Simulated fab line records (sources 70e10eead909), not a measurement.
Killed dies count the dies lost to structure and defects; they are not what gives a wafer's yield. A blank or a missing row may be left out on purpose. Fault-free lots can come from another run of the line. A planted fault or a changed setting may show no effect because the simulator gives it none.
What tool caused it? | flow nand harc | 24 wafers from 8 lots sampled at 9 of the route's 1302 steps

## WHAT EACH GAUGE READ, for each wafer
NHARC_A_ONON_D1_THK_MEAS_05: measures by ellipsometry.
lot  | measured     | on            | thk nm (nm)
L133 | day 7 20:23  | film metro-01 | 988 988 987
L136 | day 8 18:23  | film metro-01 | 1009 1010 1009
L139 | day 9 20:44  | film metro-02 | 985 984 985
L150 | day 14 13:59 | film metro-02 | 1013 1013 1014
L149 | day 14 14:08 | film metro-02 | 981 982 982
L152 | day 15 16:32 | film metro-02 | 1011 1014 1012
L154 | day 16 04:55 | film metro-01 | 1002 1000 1003
L156 | day 17 05:44 | film metro-02 | 999 999 998

NHARC_A_CHANNEL_HOLE_D1_CD_MEAS_10: target cd 100 nm.
lot  | measured     | on        | cd nm (nm)
L133 | day 8 11:47  | cd sem-02 | 100.4 99.6 99.4
L136 | day 9 15:56  | cd sem-03 | 101.0 100.2 100.0
L139 | day 10 13:41 | cd sem-02 | 100.3 99.3 99.4
L150 | day 15 05:02 | cd sem-02 | 99.9 100.5 99.5
L149 | day 15 05:12 | cd sem-01 | 99.5 100.1 99.4
L152 | day 16 07:20 | cd sem-03 | 110.9 110.3 110.1
L154 | day 16 22:37 | cd sem-03 | 109.1 109.3 108.6
L156 | day 17 22:41 | cd sem-02 | 101.2 100.9 101.0

NHARC_A_CHANNEL_HOLE_D1_CD_MEAS_30.
lot  | measured     | on        | cd nm (nm)
L133 | day 8 18:40  | cd sem-02 | 89.7 88.9 89.2
L136 | day 9 23:20  | cd sem-03 | 90.9 87.4 88.9
L139 | day 10 20:34 | cd sem-02 | 89.8 89.0 89.4
L150 | day 15 12:04 | cd sem-02 | 90.9 91.1 89.5
L149 | day 15 12:26 | cd sem-01 | 90.1 91.9 90.2
L152 | day 16 14:13 | cd sem-02 | 101.2 100.6 100.3
L154 | day 17 08:47 | cd sem-01 | 99.6 100.2 98.7
L156 | day 18 05:44 | cd sem-02 | 92.1 91.9 90.7

NHARC_END_WLT_00.
lot  | measured     | on        | VT_DECK1_BOTTOM   | VT_DECK1_BOTTOM_INNER | VT_DECK1_MEDIAN_NEAR_BOTTOM | VT_DECK1_MEDIAN_NEAR_BOTTOM_INNER | VT_DECK1_MIDDLE   | VT_DECK1_MIDDLE_INNER | VT_DECK1_TOP      | VT_DECK1_TOP_INNER | VT_DECK2_BOTTOM   | VT_DECK2_BOTTOM_INNER | VT_DECK2_MEDIAN_NEAR_BOTTOM | VT_DECK2_MEDIAN_NEAR_BOTTOM_INNER | VT_DECK2_MIDDLE   | VT_DECK2_MIDDLE_INNER | VT_DECK2_TOP      | VT_DECK2_TOP_INNER
L133 | day 24 15:22 | prober-01 | 0.865 0.858 0.866 | 0.868 0.867 0.859     | 0.868 0.863 0.857           | 0.864 0.867 0.862                 | 0.884 0.872 0.874 | 0.882 0.878 0.866     | 0.888 0.883 0.888 | 0.890 0.885 0.883  | 0.860 0.867 0.870 | 0.858 0.866 0.874     | 0.866 0.871 0.872           | 0.862 0.866 0.876                 | 0.882 0.889 0.887 | 0.880 0.890 0.888     | 0.895 0.898 0.892 | 0.899 0.902 0.896
L136 | day 25 22:46 | prober-02 | 0.876 0.868 0.875 | 0.869 0.865 0.870     | 0.883 0.865 0.875           | 0.880 0.875 0.868                 | 0.894 0.888 0.884 | 0.895 0.875 0.892     | 0.904 0.898 0.899 | 0.902 0.896 0.899  | 0.873 0.863 0.865 | 0.869 0.862 0.866     | 0.867 0.869 0.860           | 0.870 0.871 0.881                 | 0.888 0.888 0.885 | 0.881 0.883 0.877     | 0.896 0.895 0.895 | 0.886 0.888 0.898
L139 | day 27 17:46 | prober-02 | 0.864 0.863 0.855 | 0.866 0.866 0.871     | 0.872 0.867 0.868           | 0.866 0.864 0.864                 | 0.889 0.874 0.876 | 0.887 0.893 0.874     | 0.896 0.895 0.894 | 0.898 0.895 0.893  | 0.869 0.859 0.853 | 0.864 0.857 0.855     | 0.871 0.858 0.861           | 0.873 0.861 0.854                 | 0.880 0.877 0.878 | 0.874 0.877 0.867     | 0.883 0.881 0.879 | 0.886 0.892 0.881
L150 | day 30 07:28 | prober-01 | 0.875 0.878 0.869 | 0.868 0.877 0.864     | 0.877 0.873 0.869           | 0.873 0.874 0.873                 | 0.878 0.883 0.883 | 0.887 0.883 0.883     | 0.899 0.895 0.894 | 0.886 0.898 0.896  | 0.858 0.857 0.851 | 0.861 0.858 0.854     | 0.856 0.855 0.859           | 0.858 0.854 0.860                 | 0.867 0.870 0.874 | 0.876 0.877 0.871     | 0.891 0.879 0.876 | 0.879 0.884 0.875
L149 | day 30 15:08 | prober-01 | 0.858 0.876 0.865 | 0.871 0.876 0.868     | 0.870 0.881 0.878           | 0.871 0.870 0.870                 | 0.882 0.887 0.890 | 0.875 0.885 0.889     | 0.888 0.889 0.889 | 0.900 0.897 0.887  | 0.873 0.858 0.873 | 0.862 0.862 0.867     | 0.866 0.868 0.868           | 0.873 0.873 0.871                 | 0.883 0.873 0.885 | 0.885 0.872 0.888     | 0.894 0.887 0.890 | 0.887 0.883 0.885
L152 | day 31 17:47 | prober-02 | 0.903 0.912 0.903 | 0.914 0.902 0.906     | 0.907 0.917 0.898           | 0.905 0.902 0.908                 | 0.911 0.918 0.915 | 0.912 0.911 0.913     | 0.927 0.927 0.917 | 0.940 0.920 0.908  | 0.863 0.858 0.867 | 0.870 0.872 0.862     | 0.866 0.858 0.875           | 0.868 0.877 0.874                 | 0.877 0.876 0.889 | 0.882 0.885 0.879     | 0.894 0.897 0.893 | 0.899 0.892 0.901
L154 | day 32 15:50 | prober-01 | 0.891 0.881 0.887 | 0.886 0.889 0.872     | 0.882 0.886 0.883           | 0.876 0.885 0.889                 | 0.898 0.894 0.891 | 0.889 0.895 0.892     | 0.903 0.902 0.904 | 0.905 0.903 0.908  | 0.860 0.872 0.868 | 0.859 0.870 0.862     | 0.862 0.867 0.856           | 0.868 0.874 0.864                 | 0.879 0.880 0.872 | 0.877 0.877 0.875     | 0.894 0.887 0.889 | 0.891 0.889 0.891
L156 | day 33 15:53 | prober-02 | 0.887 0.881 0.875 | 0.870 0.867 0.869     | 0.875 0.876 0.879           | 0.883 0.872 0.876                 | 0.890 0.888 0.882 | 0.888 0.888 0.888     | 0.894 0.900 0.899 | 0.901 0.900 0.896  | 0.875 0.884 0.874 | 0.870 0.881 0.877     | 0.872 0.878 0.880           | 0.872 0.882 0.877                 | 0.880 0.886 0.883 | 0.885 0.893 0.887     | 0.897 0.895 0.892 | 0.896 0.896 0.907

NHARC_END_SORT_01.
lot  | measured     | on        | killed at array | killed at other | killed at periphery | killed dies | killed open | killed short
L152 | day 31 20:43 | prober-02 | 66 64 80        | 1 2 1           | 1 1 3               | 68 67 84    | 4 3 0       | 2 4 1
L154 | day 32 19:23 | prober-01 | 76 70           | 1 1             | 3 3                 | 80 74       | 2 4         | 5 2

## EACH LOT AND THE TOOL THAT RAN IT (in order: tool; ch and the chambers of the sampled wafers; start)
lot  | NHARC_A_CHANNEL_HOLE_D1_PEB_08    | NHARC_A_CHANNEL_HOLE_D1_DESCUM_15  | NHARC_A_CHANNEL_HOLE_D1_ETCH_44    | NHARC_A_CHANNEL_HOLE_D1_XSEM_31
L133 | litho track-01 ch 0, day 8 11:42  | rie diel-07 ch 1,2,3, day 8 11:59  | rie diel-09 ch 1,2,3, day 8 17:53  | xsem-01 ch 0, day 8 18:45
L136 | litho track-06 ch 0, day 9 15:51  | rie diel-07 ch 0,1,2, day 9 16:07  | rie diel-09 ch 0,2,3, day 9 22:34  | xsem-01 ch 0, day 9 23:26
L139 | litho track-04 ch 0, day 10 13:36 | rie diel-09 ch 1,3, day 10 13:52   | rie diel-07 ch 0,1,3, day 10 19:46 | xsem-01 ch 0, day 10 20:39
L150 | litho track-04 ch 0, day 15 04:58 | rie diel-09 ch 0,1,2, day 15 05:15 | rie diel-05 ch 1,3, day 15 11:13   | xsem-01 ch 0, day 15 12:08
L149 | litho track-06 ch 0, day 15 05:07 | rie diel-05 ch 1,2,3, day 15 05:24 | rie diel-05 ch 0,1, day 15 11:39   | xsem-02 ch 0, day 15 12:32
L152 | litho track-06 ch 0, day 16 07:15 | rie diel-07 ch 0,1,2, day 16 07:31 | rie diel-07 ch 0,2,3, day 16 13:26 | xsem-02 ch 0, day 16 14:19
L154 | litho track-06 ch 0, day 16 22:32 | rie diel-09 ch 1,2,3, day 16 22:47 | rie diel-07 ch 1,2,3, day 17 07:58 | xsem-02 ch 0, day 17 08:52
L156 | litho track-04 ch 0, day 17 22:37 | rie diel-07 ch 1,2,3, day 17 22:53 | rie diel-07 ch 0,1,2, day 18 04:49 | xsem-02 ch 0, day 18 05:50
- NHARC_A_CHANNEL_HOLE_D1_PEB_08: peb time 65 s.
- NHARC_A_CHANNEL_HOLE_D1_DESCUM_15: chemistry O2, time 3 s.
- NHARC_A_CHANNEL_HOLE_D1_ETCH_44: etches the open film in CF4/O2, target depth 140 nm, overetch 14 nm, time 77 s.
- NHARC_A_CHANNEL_HOLE_D1_XSEM_31

## AS READ BY THE TOOLS THEMSELVES (means over the sampled wafers that have a number; for cases with no such wafer, the mark the record gives instead)
NHARC_A_CHANNEL_HOLE_D1_PEB_08.
lot  | tool           | heater power total W (W) | plate temp C (C)
L133 | litho track-01 | 156.6                    | 99.91
L136 | litho track-06 | 156.4                    | 99.89
L139 | litho track-04 | 156.5                    | 99.95
L150 | litho track-04 | 156.5                    | 99.99
L149 | litho track-06 | 156.4                    | 100.13
L152 | litho track-06 | 165.1                    | 103.93
L154 | litho track-06 | 165.6                    | 104.07
L156 | litho track-04 | 156.3                    | 100.06

NHARC_A_CHANNEL_HOLE_D1_DESCUM_15.
lot  | tool        | drypump motor current A (A) | mfc ar sccm (sccm) | o2 flow sccm (sccm) | oes product au (a.u.) | rf vpp V (V) | showerhead plenum p Torr (Torr) | throttle valve pct (%)
L133 | rie diel-07 | 6.3                         | 0.006              | 199.8               | 0.998                 | 57.8         | 1.88                            | 11.304
L136 | rie diel-07 | 6.0                         | 0.019              | 200.0               | 0.990                 | 57.7         | 1.86                            | 11.310
L139 | rie diel-09 | 6.1                         | 0.000              | 200.5               | 0.997                 | 58.3         | 2.02                            | 11.306
L150 | rie diel-09 | 5.9                         | 0.000              | 199.8               | 0.994                 | 57.8         | 1.97                            | 11.315
L149 | rie diel-05 | 5.6                         | 0.004              | 200.1               | 1.004                 | 58.6         | 2.02                            | 11.307
L152 | rie diel-07 | 6.0                         | 0.019              | 200.1               | 0.990                 | 57.4         | 1.86                            | 11.311
L154 | rie diel-09 | 6.1                         | 0.000              | 199.8               | 1.003                 | 57.4         | 2.00                            | 11.318
L156 | rie diel-07 | 6.3                         | 0.006              | 200.1               | 0.999                 | 58.2         | 1.87                            | 11.310

NHARC_A_CHANNEL_HOLE_D1_ETCH_44.
lot  | tool        | drypump motor current A (A) | mfc ar sccm (sccm) | o2 flow sccm (sccm) | oes_o_777_au (a.u.) | oes product au (a.u.) | rf vpp V (V) | showerhead plenum p Torr (Torr) | throttle valve pct (%)
L133 | rie diel-09 | 6.1                         | 0.000              | 20.02               | 1.002               | 0.991                 | 199.1        | 1.40                            | 13.398
L136 | rie diel-09 | 6.1                         | 0.000              | 20.00               | 1.000               | 1.000                 | 199.0        | 1.40                            | 13.395
L139 | rie diel-07 | 6.2                         | 0.019              | 19.97               | 1.001               | 0.997                 | 198.0        | 1.30                            | 13.403
L150 | rie diel-05 | 5.4                         | 0.004              | 20.00               | 1.002               | 0.995                 | 199.2        | 1.43                            | 13.397
L149 | rie diel-05 | 5.5                         | 0.020              | 20.02               | 1.001               | 1.009                 | 199.4        | 1.40                            | 13.405
L152 | rie diel-07 | 6.1                         | 0.013              | 19.98               | 0.997               | 1.001                 | 198.2        | 1.33                            | 13.394
L154 | rie diel-07 | 6.3                         | 0.006              | 20.04               | 1.006               | 1.001                 | 196.6        | 1.30                            | 13.397
L156 | rie diel-07 | 5.9                         | 0.019              | 20.02               | 1.003               | 0.993                 | 196.9        | 1.30                            | 13.410

NHARC_A_CHANNEL_HOLE_D1_XSEM_31.
lot  | tool    | bot cd nm (nm) | bow nm (nm) | tilt deg (degrees)
L133 | xsem-01 | 73.7           | 8.00        | 0.03
L136 | xsem-01 | 73.5           | 8.34        | 0.07
L139 | xsem-01 | 73.1           | 8.93        | 0.05
L150 | xsem-01 | 75.5           | 8.29        | 0.07
L149 | xsem-02 | 75.1           | 8.40        | 0.10
L152 | xsem-02 | 84.2           | 8.59        | 0.14
L154 | xsem-02 | 83.9           | 8.67        | 0.10
L156 | xsem-02 | 76.4           | 8.65        | 0.00

## THE ANSWER, worked out from the rows above alone
Rule: usual is defined by the lots themselves. Put in order of their means at a reading, lots are off if they are a third of the lots or fewer, leave a main group of 4 or more, and stand apart from it by a gap of 3 or more times the standard deviation of the main group's means; of several such gaps the widest counts. A main group is skipped when, at the precision printed for the reading in the tables above, its means are all equal. A lot without any number at a reading at which 4 lots or more have one is off too. The other lots that the step has rows for count as sound. The gauges are gone through in route order, then the tools' own readings, and for those a lot's mean is taken as printed above. At the first step where some lot is off, the reading lying furthest off is the one used; lots without a number count as furthest.
Off: L152, L154, at NHARC_A_CHANNEL_HOLE_D1_CD_MEAS_10 (cd nm). The main group: mean 100.1 nm, standard deviation 0.49.
A tool fits if, at a process step before that reading, it ran every lot that is off, and no sound lot after the first of them. Not tried: the gauges at NHARC_A_CHANNEL_HOLE_D1_CD_MEAS_10; whatever is off there is also off at NHARC_A_CHANNEL_HOLE_D1_CD_MEAS_30, on other tools, and gauge error can't account for it. One candidate fits, namely litho track-06 at NHARC_A_CHANNEL_HOLE_D1_PEB_08. A fault onset in the window from L149 (day 15 05:07, its last sound lot) to L152 (day 16 07:15, its first lot off) fits.
The tool's own readings at NHARC_A_CHANNEL_HOLE_D1_PEB_08 bear it out: on the lots that are off they differ by more than 5 times the standard deviation of the sound lots' means. heater power total W reads 165.3 W there against 156.4 W on the sound lots; plate temp C reads 104.00 C there against 99.99 C on the sound lots.

## WHAT THE SIMULATOR PUT IN
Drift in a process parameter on litho track-06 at NHARC_A_CHANNEL_HOLE_D1_PEB_08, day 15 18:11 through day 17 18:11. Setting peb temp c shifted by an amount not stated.
Lots struck among those shown: L152, L154. The rule given above showed the same thing.
